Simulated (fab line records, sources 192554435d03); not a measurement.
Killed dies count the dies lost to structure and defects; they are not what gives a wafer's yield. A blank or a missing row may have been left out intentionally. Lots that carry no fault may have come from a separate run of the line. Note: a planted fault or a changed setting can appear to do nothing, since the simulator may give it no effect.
A struck lot beside a sound one + flow n5-finfet + 16 out of 1938 route steps
Sound: wafers L898.1, L898.2, L898.3. Struck: wafer L902.4. (L902.1, L902.5 of the same lot were not struck and are left out.) The cause comes at the end.
Per side, at each step with rows, come the tool, then ch with its chambers, and then its first start. Under that, the readings that differ: sound wafers + struck wafers + difference of the means + sigmas: that difference in standard deviations of wafers without a fault.
alike: readings with means less than 2 such deviations apart, plus words and numbers identical on both sides. not compared: withheld readings, readings lacking a value on some wafer, bounds such as >300 that could conceal the same value, and numbers that have no deviation in the record and whose values overlap.
The two part at a step that has a row with sigmas, a row that says differs or no value, or rows on one side only. When numbers do not overlap yet have no deviation, they are printed without sigmas and do not part them. Lack of a reading on every wafer of one side parts them only where that side has two or more wafers.

first, 9 steps without rows for these wafers: N5_BEOL_M3_COAT_67 (time 60 s, resist thk 60 nm); N5_BEOL_M3_COAT_68 (time 60 s, resist thk 12 nm); N5_BEOL_M3_COAT_76 (time 60 s, resist thk 5 nm); N5_BEOL_M3_COAT_22 (resist thk 30 nm); N5_BEOL_M3_EBR_24; N5_BEOL_M3_SOFTBAKE_23 (time 60 s); N5_BEOL_M3_EXPOSE_25 (exposes mask V2, defocus 5 nm); N5_BEOL_M3_PEB_26 (peb time 60 s); N5_BEOL_M3_DEVELOP_27 (develop time 30 s).
N5_BEOL_M3_CD_MEAS_28: target cd 25.7 nm, target cd y 23.3 nm.
  sound on cd-sem-02 ch 0, day 8 21:53; struck on cd-sem-03 ch 0, day 9 23:22
  alike: cd-nm
N5_BEOL_M3_OVL_MEAS_29:
  sound on overlay-01 ch 0, day 8 21:55; struck on overlay-01 ch 0, day 9 23:25
  alike: V2_OVL
N5_BEOL_M3_INSPECT_30: inspects for defects (brightfield).
  sound on defect-inspect-01 at day 8 21:59; struck on defect-inspect-02 at day 9 23:28
  alike: raw-defect-count
N5_BEOL_M3_DESCUM_33: chemistry O2, time 7 s.
  sound on rie-diel-01 ch 0,2,3, day 8 22:01; struck on rie-diel-05 ch 2, day 9 23:30
| reading                                      | sound             | struck | difference | sigmas |
|----------------------------------------------|-------------------|--------|------------|--------|
| drypump-motor-current-A (A)                  | 4.9 5.0 5.3       | 6.7    | +1.6       | +3     |
| throttle-valve-pct (%)                       | 20.50 20.84 20.41 | 20.01  | -0.57      | -3     |
| model.CAR-EUV_of_BEOL_M3_COAT_22.thk-nm (nm) | 26 26 26          | 24.8   | -1.2       |        |
  alike: oes-product-au, rf-vpp-V, showerhead-plenum-p-Torr
  not compared: rf-hours-counter-h
N5_BEOL_M3_ETCH_77: etches underlayer in N2/H2, target depth 6.5 nm, time 5.2 s.
  sound on rie-diel-01 ch 0,2,3, day 8 22:03; struck on rie-diel-05 ch 2, day 9 23:32
| reading                     | sound             | struck | difference | sigmas |
|-----------------------------|-------------------|--------|------------|--------|
| drypump-motor-current-A (A) | 4.9 5.0 5.3       | 6.8    | +1.7       | +3     |
| throttle-valve-pct (%)      | 18.08 18.43 17.96 | 17.51  | -0.65      | -2     |
  alike: etch-rf-on-time-s, oes-product-au, rf-vpp-V, showerhead-plenum-p-Torr
  not compared: rf-hours-counter-h
N5_BEOL_M4_RC_MEAS_101:
  sound on prober-02 ch 0, day 9 14:12; struck on prober-01 ch 0, day 10 20:19
  alike: DIBL_N, DIBL_P, IOFF_N, IOFF_P, ION_N, ION_P, SS_N, SS_P, VT_N, VT_P
following that, these wafers have no rows for 1 step: N5_PASSIVATION_PROBE_49.

== WHERE THEY PART ==
Earliest at N5_BEOL_M3_DESCUM_33; latest, in this record, at N5_BEOL_M3_ETCH_77. Later steps at which nothing parts them and some readings are alike: N5_BEOL_M4_RC_MEAS_101.

WHY: what the simulator had put in
rie-diel-05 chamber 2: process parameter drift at N5_BEOL_M3_DESCUM_33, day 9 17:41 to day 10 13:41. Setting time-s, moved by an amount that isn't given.
